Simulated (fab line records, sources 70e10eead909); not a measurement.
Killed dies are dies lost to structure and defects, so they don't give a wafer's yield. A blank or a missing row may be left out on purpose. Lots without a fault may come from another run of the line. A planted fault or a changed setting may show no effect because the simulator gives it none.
fab line records | flow nand_harc
record lots=12 wafers=34 last_day=33
route steps=1302 shown A_ZERO_WELL@403 A_SOURCE_PLATE@420 A_ONON_D1@444 END@1302
lots that met no fault: from a run of the same line without faults
start_h: hours from the record's first day to the start of the lot's first wafer shown | wait_h: hours since the lot's step before | " the same as in the row above | L1.1+2: a row that stands for several wafers | - no value, or no start given | * or withheld: withheld | < > ~ a bound
route shown NAME@n: a module of which the file shows steps, and the number in the route of the first | usual: mean/standard deviation of fault-free wafers | same: alike in all rows | chamber/n: place in a boat | sites: the reading at each site | _std_site: their standard deviation | _edge_site: outer sites' mean less inner sites' | radius_mm: how far each site lies from the wafer's centre | mask NAME#n: copy n | behind: the tool/chamber that last shaped the wafer | hold: why the lot was held/for how many hours/how that ended | device: the transistor (n, p or np) that didn't switch | end of line: the same wafers' tests at the end of the route | a step without rows: its recipe alone | killed: dies lost to structure and defects at the first sort, not the wafer's yield | map: a wafer's dies, x killed, . not, _ none there
set.NAME: the setting as run; set.NAME@STEP: as run at that earlier step | model.NAME: the simulator's own value behind a step, which no gauge read
steps of the route over a sample of lots; a table a step, a row a wafer
services: from which hour (start_h, from the record's first day; less than 0 if before it) a tool's chamber was out of use, for how many hours, and why
## steps
# step NHARC_A_ZERO_WELL_DESCUM_12
# recipe time_s=3 o2_flow_sccm=200 ar_flow_sccm=0 bias_power_w=0 chemistry=O2
# usual drypump_motor_current_A=5.68/0.25 oes_product_au=0.997/0.0097 rf_vpp_V=57.9/0.93 showerhead_plenum_p_Torr=1.93/0.1 throttle_valve_pct=11.311/0.0091
# same bias_power_w=0
# columns lot.wafer tool chamber start_h wait_h drypump_motor_current_A oes_product_au rf_hours_counter_h rf_vpp_V showerhead_plenum_p_Torr throttle_valve_pct
L209.4 rie_diel-12 2 141.05 - 5.89 0.994 6 58.5 2.01 11.314
L209.1 " 3 " " 5.84 0.997 5 59.0 1.88 11.310
L209.5 " 2 " " 5.90 1.001 - 60.1 2.01 11.310
L208.1 rie_diel-08 0 142.48 - 5.94 0.992 4 59.0 2.05 11.311
L208.3 " 2 " " 5.48 0.995 3 58.1 1.78 11.304
L208.6 " 3 " " 5.57 1.002 - 58.5 1.94 11.304
L211.4 rie_diel-12 0 167.36 - 5.42 1.001 10 58.6 1.80 11.311
L211.3 " 1 " " 5.37 0.983 11 58.5 2.01 11.312
L211.6 " 0 " " 5.42 1.001 - 58.7 1.80 11.304
L212.3 rie_diel-08 2 175.07 - 5.48 0.999 4 56.0 1.78 11.305
L212.2 " 0 " " 5.95 1.001 4 58.1 2.05 11.320
L212.5 " 2 " " 5.48 0.998 - 57.4 1.78 11.294
L213.3 rie_diel-08 0 188.34 - 5.95 0.994 5 57.7 2.05 11.304
L213.1 " 1 " " 5.93 0.993 5 57.3 2.04 11.306
L213.6 " 3 " " 5.55 1.003 - 57.3 1.94 11.325
L217.1 rie_diel-08 2 232.77 - 5.48 1.004 1 58.1 1.78 11.314
L217.3 " 3 " " 5.58 1.023 1 56.1 1.94 11.334
L217.5 " 2 " " 5.47 0.996 - 57.2 1.78 11.308
L219.2 rie_diel-08 0 252.28 - 5.94 0.999 1 57.5 2.05 11.307
L219.3 " 1 " " 5.93 0.997 1 57.7 2.04 11.324
L219.1 " 3 " " 5.58 1.005 1 57.0 1.94 11.316
L220.2 rie_diel-12 3 253.99 - 5.86 0.995 27 57.8 1.87 11.312
L220.3 " 1 " " 5.35 0.989 26 59.0 2.01 11.326
L220.6 " 3 " " 5.84 0.993 - 56.9 1.87 11.329
L225.2 rie_diel-08 0 304.05 - 5.95 0.988 2 59.4 2.05 11.310
L225.3 " 1 " " 5.91 1.004 3 58.1 2.03 11.314
L225.6 " 3 " " 5.56 1.008 - 57.4 1.94 11.306
L226.6 rie_diel-12 2 322.41 - 5.90 1.014 - 58.0 2.00 11.306
L226.5 " 3 " " 5.85 0.994 - 58.1 1.87 11.311
L228.1 rie_diel-08 0 338.14 - 5.96 0.988 3 59.0 2.05 11.323
L228.5 " 1 " " 5.91 0.992 - 57.6 2.03 11.321
L231.4 rie_diel-12 1 363.46 - 5.35 0.993 8 59.1 2.01 11.309
L231.2 " 3 " " 5.85 0.991 14 57.5 1.86 11.322
L231.5 " 2 " " 5.88 0.977 - 57.0 1.99 11.298
# step NHARC_A_ZERO_WELL_RTA_16
# recipe temp_c=1000 time_s=10
# usual lamp_power_pct=30.12/0.1 lamp_zone_1_pct=30.12/0.1 wafer_temp_C_max=1003.6/0.86
# columns lot.wafer tool chamber start_h wait_h lamp_power_pct lamp_zone_1_pct wafer_temp_C_max
L209.1 rtp_anneal-02 0 142.14 - 30.02 30.01 1003.5
L209.4 " 0 " " 30.04 30.01 1005.3
L209.5 " 0 " " 30.09 30.02 1003.0
L208.1 rtp_anneal-02 0 143.58 - 30.04 30.01 1003.2
L208.3 " 0 " " 30.05 30.00 1003.2
L208.6 " 0 " " 30.02 30.05 1002.8
L211.3 rtp_anneal-02 0 168.51 - 30.06 29.99 1004.7
L211.4 " 0 " " 30.04 30.00 1004.3
L211.6 " 0 " " 30.02 29.99 1002.6
L212.2 rtp_anneal-02 0 176.26 - 30.00 30.04 1004.3
L212.3 " 0 " " 29.94 29.99 1003.6
L212.5 " 0 " " 29.97 29.98 1003.9
L213.1 rtp_anneal-01 0 189.49 - 30.20 30.26 1002.5
L213.3 " 0 " " 30.19 30.20 1002.8
L213.6 " 0 " " 30.17 30.22 1001.5
L217.1 rtp_anneal-02 0 233.90 - 30.02 30.04 1003.8
L217.3 " 0 " " 30.06 29.99 1004.5
L217.5 " 0 " " 29.97 30.04 1004.0
L219.1 rtp_anneal-02 0 253.39 - 29.99 29.99 1002.8
L219.2 " 0 " " 29.98 29.98 1003.8
L219.3 " 0 " " 29.97 30.02 1003.9
L220.2 rtp_anneal-02 0 255.11 - 30.00 30.03 1004.0
L220.3 " 0 " " 30.04 30.01 1005.0
L220.6 " 0 " " 30.08 30.06 1004.2
L225.2 rtp_anneal-02 0 305.58 - 30.03 30.04 1003.4
L225.3 " 0 " " 30.03 30.06 1003.6
L225.6 " 0 " " 30.04 30.02 1003.9
L226.5 rtp_anneal-01 0 323.63 - 30.18 30.22 1003.0
L226.6 " 0 " " 30.17 30.22 1002.1
L228.1 rtp_anneal-01 0 339.21 - 30.16 30.18 1004.2
L228.5 " 0 " " 30.18 30.16 1004.2
L231.2 rtp_anneal-01 0 364.60 - 30.25 30.27 1003.2
L231.4 " 0 " " 30.21 30.22 1002.1
L231.5 " 0 " " 30.18 30.22 1002.8
# step NHARC_A_SOURCE_PLATE_THK_MEAS_06
# recipe thk_meas_gauge=ellipsometry
# usual thk_nm=200.0/2.5
# columns lot.wafer tool chamber start_h wait_h thk_nm
L208.1 film_metro-02 - 162.71 0.4 200.0
L208.3 " - " " 203.7
L208.6 " - " " 201.9
L209.1 film_metro-01 - 162.71 0.4 200.0
L209.4 " - " " 202.7
L209.5 " - " " 202.2
L211.3 film_metro-01 - 188.89 0.4 203.1
L211.4 " - " " 205.8
L211.6 " - " " 203.7
L212.2 film_metro-02 - 196.24 0.4 199.7
L212.3 " - " " 196.1
L212.5 " - " " 197.9
L213.1 film_metro-01 - 211.15 0.4 198.3
L213.3 " - " " 199.9
L213.6 " - " " 199.0
L217.1 film_metro-01 - 254.81 0.4 205.1
L217.3 " - " " 205.1
L217.5 " - " " 204.7
L220.2 film_metro-02 - 274.62 0.4 201.6
L220.3 " - " " 201.9
L220.6 " - " " 203.4
L219.1 film_metro-01 - 274.62 0.4 198.9
L219.2 " - " " 198.2
L219.3 " - " " 199.5
L225.2 film_metro-01 - 326.67 0.4 200.6
L225.3 " - " " 197.6
L225.6 " - " " 199.1
L226.5 film_metro-01 - 343.85 0.4 201.2
L226.6 " - " " 199.3
L228.1 film_metro-02 - 359.23 0.4 201.5
L228.5 " - " " 200.4
L231.2 film_metro-02 - 381.92 0.4 198.0
L231.4 " - " " 202.3
L231.5 " - " " 202.7
# step NHARC_A_ONON_D1_DEP_28
# recipe target_thk_a=10000 n2_flow_sccm=2750 n2o_flow_sccm=2000 nh3_flow_sccm=500 sih4_flow_sccm=210 temp_c=400
# usual n2o_flow_sccm=2000/5.8 susceptor_temp_C=400.01/0.21
# columns lot.wafer tool chamber start_h wait_h n2o_flow_sccm susceptor_temp_C
L208.1 pecvd_onon-01 0 177.81 0.1 2015 399.92
L208.3 " 0 " " 2008 399.98
L208.6 " 0 " " 2007 399.83
L209.1 pecvd_onon-03 0 177.85 0.1 1993 400.44
L209.4 " 0 " " 2001 400.52
L209.5 " 0 " " 1999 400.10
L211.3 pecvd_onon-03 0 201.46 0.2 1998 399.90
L211.4 " 0 " " 2003 400.00
L211.6 " 0 " " 2009 399.99
L212.2 pecvd_onon-02 0 209.10 0.1 2002 399.73
L212.3 " 0 " " 2004 399.82
L212.5 " 0 " " 1998 399.92
L213.1 pecvd_onon-03 0 223.65 0.1 2008 400.24
L213.3 " 0 " " 2003 400.34
L213.6 " 0 " " 2000 399.99
L217.1 pecvd_onon-03 0 267.79 0.1 2008 399.98
L217.3 " 0 " " 2009 399.99
L217.5 " 0 " " 2004 400.14
L219.1 pecvd_onon-01 0 287.50 0.1 2001 400.17
L219.2 " 0 " " 2000 400.06
L219.3 " 0 " " 1999 400.20
L220.2 pecvd_onon-02 0 287.55 0.1 1986 400.28
L220.3 " 0 " " 1987 399.98
L220.6 " 0 " " 1998 400.55
L225.2 pecvd_onon-01 0 341.94 0.1 1991 399.91
L225.3 " 0 " " 1995 399.95
L225.6 " 0 " " 1999 400.15
L226.5 pecvd_onon-01 0 356.62 0.3 2002 399.95
L226.6 " 0 " " 1989 400.29
L228.1 pecvd_onon-01 0 371.79 0.1 2006 400.26
L228.5 " 0 " " 2005 399.81
L231.2 pecvd_onon-01 0 395.70 0.1 1994 400.13
L231.4 " 0 " " 1991 399.91
L231.5 " 0 " " 1995 400.02
# step NHARC_A_ONON_D1_THK_MEAS_30
# recipe thk_meas_gauge=ellipsometry
# usual thk_nm=1001/7.9
# columns lot.wafer tool chamber start_h wait_h thk_nm
L208.1 film_metro-01 - 178.32 - 988
L208.3 " - " " 987
L208.6 " - " " 986
L209.1 film_metro-02 - 178.36 - 1007
L209.4 " - " " 1008
L209.5 " - " " 1009
L211.3 film_metro-02 - 201.86 - 996
L211.4 " - " " 996
L211.6 " - " " 996
L212.2 film_metro-02 - 209.55 - 1000
L212.3 " - " " 1000
L212.5 " - " " 1000
L213.1 film_metro-01 - 224.19 - 1003
L213.3 " - " " 1004
L213.6 " - " " 1008
L217.1 film_metro-01 - 268.30 - 1007
L217.3 " - " " 1004
L217.5 " - " " 1005
L220.2 film_metro-01 - 288.01 - 1010
L220.3 " - " " 1009
L220.6 " - " " 1008
L219.1 film_metro-02 - 288.02 - 1008
L219.2 " - " " 1007
L219.3 " - " " 1007
L225.2 film_metro-02 - 342.39 - 1005
L225.3 " - " " 1003
L225.6 " - " " 1004
L226.5 film_metro-02 - 356.90 - 940
L226.6 " - " " 1003
L228.1 film_metro-02 - 372.30 - 936
L228.5 " - " " 935
L231.2 film_metro-02 - 396.15 - 999
L231.4 " - " " 1002
L231.5 " - " " 937
# step NHARC_END_SORT_01
# recipe temp_c=25
# usual killed_at_array=58/18 killed_at_other=1.0/1.5 killed_at_periphery=4/3.1 killed_dies=64/18 killed_open=3.4/1.9 killed_short=2.7/1.7
# same gross_dies=677
# columns lot.wafer tool chamber start_h wait_h killed_at_array killed_at_other killed_at_periphery killed_dies killed_open killed_short
L226.5 prober-01 0 769.94 3.7 674 1 2 677 4 2
L226.6 prober-01 0 770.75 4.1 26 4 5 35 5 5
L228.1 prober-02 0 776.75 2.5 673 1 3 677 2 1
L228.5 prober-02 0 780.01 3.8 666 5 6 677 0 4
L231.2 prober-02 0 796.85 2.8 40 0 0 40 6 1
L231.4 prober-02 0 798.48 3.5 43 1 3 47 1 2
L231.5 prober-02 0 799.30 3.8 674 0 3 677 5 1
# killed by level:class
L226.5 A_ONON_D1:area_dep=649 A_CHANNEL_HOLE_D1:chamber_film_flake=9 A_SLIT:chamber_film_flake=4 A_CHANNEL_FILL_D2:geometric_particle:open=2 A_ZERO_WELL:chamber_film_flake=2 A_CONTACT:chamber_film_flake=2 A_ONON_D1:geometric_particle:short=1 A_CHANNEL_FILL_D1:geometric_particle:short=1
L226.6 A_CHANNEL_HOLE_D1:chamber_film_flake=11 A_SLIT:chamber_film_flake=7 THIN_TSV:chamber_film_flake=3 A_M0:geometric_particle:short=2 P_STI:chamber_film_flake=2 P_GATE:geometric_particle:open=1 P_M0:geometric_particle:open=1 A_ONON_D1:geometric_particle:open=1
L228.1 A_ONON_D1:area_dep=600 A_SLIT:chamber_film_flake=30 A_CONTACT:chamber_film_flake=15 A_CHANNEL_HOLE_D2:chamber_film_flake=12 A_CHANNEL_HOLE_D1:chamber_film_flake=8 A_STAIRCASE:chamber_film_flake=3 P_CONTACT:chamber_film_flake=2 A_BLC:chamber_film_flake=2
L228.5 A_ONON_D1:area_dep=589 A_SLIT:chamber_film_flake=28 A_CHANNEL_HOLE_D2:chamber_film_flake=21 A_CONTACT:chamber_film_flake=12 P_GATE:chamber_film_flake=6 A_CHANNEL_HOLE_D1:chamber_film_flake=6 THIN_TSV:chamber_film_flake=5 A_BONDPAD:chamber_film_flake=3
L231.2 A_CHANNEL_HOLE_D1:chamber_film_flake=14 A_CONTACT:chamber_film_flake=10 A_SLIT:chamber_film_flake=6 A_M0:geometric_particle:open=2 A_CHANNEL_FILL_D1:geometric_particle:open=1 A_CHANNEL_FILL_D2:geometric_particle:open=1 A_WL_FILL:geometric_particle:open=1 A_M0:geometric_particle:short=1
L231.4 A_CHANNEL_HOLE_D1:chamber_film_flake=16 A_SLIT:chamber_film_flake=12 A_CONTACT:chamber_film_flake=7 P_GATE:chamber_film_flake=2 A_STAIRCASE:chamber_film_flake=2 P_M0:geometric_particle:open=1 A_ONON_D1:geometric_particle:short=1 A_DECK1_JOINT:geometric_particle:short=1
L231.5 A_ONON_D1:area_dep=631 A_CHANNEL_HOLE_D1:chamber_film_flake=19 A_SLIT:chamber_film_flake=9 A_CONTACT:chamber_film_flake=6 P_GATE:chamber_film_flake=2 A_ZERO_WELL:chamber_film_flake=2 P_CONTACT:geometric_particle:short=1 A_ONON_D1:geometric_particle:open=1
## services
# columns tool chamber start_h hours kind
rie_diel-08 0 120.85 - clean
rie_diel-08 1 120.85 - clean
rie_diel-08 2 120.85 - clean
rie_diel-08 3 120.85 - clean
pecvd_onon-03 - 121.27 2.0 repair
rie_diel-08 0 145.35 - clean
rie_diel-08 1 145.35 - clean
rie_diel-08 2 145.35 - clean
rie_diel-08 3 145.35 - clean
pecvd_onon-02 - 185.00 13.0 pm
rie_diel-08 - 190.85 9.0 pm
pecvd_onon-03 - 227.00 13.0 pm
rie_diel-12 - 268.46 9.0 pm
pecvd_onon-01 - 269.11 13.0 pm
rie_diel-12 1 305.40 21.4 repair
rie_diel-08 1 321.56 5.7 repair
rie_diel-08 2 326.73 6.4 repair
rie_diel-12 1 332.39 5.6 repair
rie_diel-08 - 346.01 0.2 repair
pecvd_onon-03 - 365.51 4.5 repair
pecvd_onon-02 - 366.00 13.0 pm
rie_diel-08 - 367.85 9.0 pm
rtp_anneal-01 - 372.00 12.0 pm
rie_diel-12 - 377.95 0.4 repair
## key
first_sign step=NHARC_A_ONON_D1_THK_MEAS_30 reading=thk_nm direction=down sigmas=8.1 usual=1001 struck=937
effect step=NHARC_END_SORT_01 reading=killed_at_array direction=up sigmas=35 usual=58 struck=672
more_kills_born_at NHARC_A_ONON_D1_DEP_28@pecvd_onon-01=2469
met_at NHARC_A_ONON_D1_DEP_28
struck_lots L226,L228,L231
struck_wafers L226.5,L228.1,L228.5,L231.5
later_rows_left_out L226.5,L228.1,L228.5,L231.5
tester_left_out L226,L228,L231
not_acting_at NHARC_A_ZERO_WELL_DESCUM_12,NHARC_A_ZERO_WELL_RTA_16,NHARC_A_SOURCE_PLATE_THK_MEAS_06
onset_between 341.94 356.62
fault kind=process_parameter_drift tool=pecvd_onon-01 chamber=- onset_h=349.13 steps=NHARC_A_ONON_D1_DEP_28 channel=target_thk_a offset=* shape=step end_h=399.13 scope=struck_wafers_only acts_in=* stated=*
# tester_left_out: of these lots the tester's yield and bins aren't shown, on N5 and GAA mostly nor the transistor test; their killed dies are dies lost to structure and defects alone, not to doping, threshold or leakage, so they don't give the yield
# later_rows_left_out: the simulator's readings of these wafers behind a module that went badly wrong aren't trusted and aren't shown, but for the sort
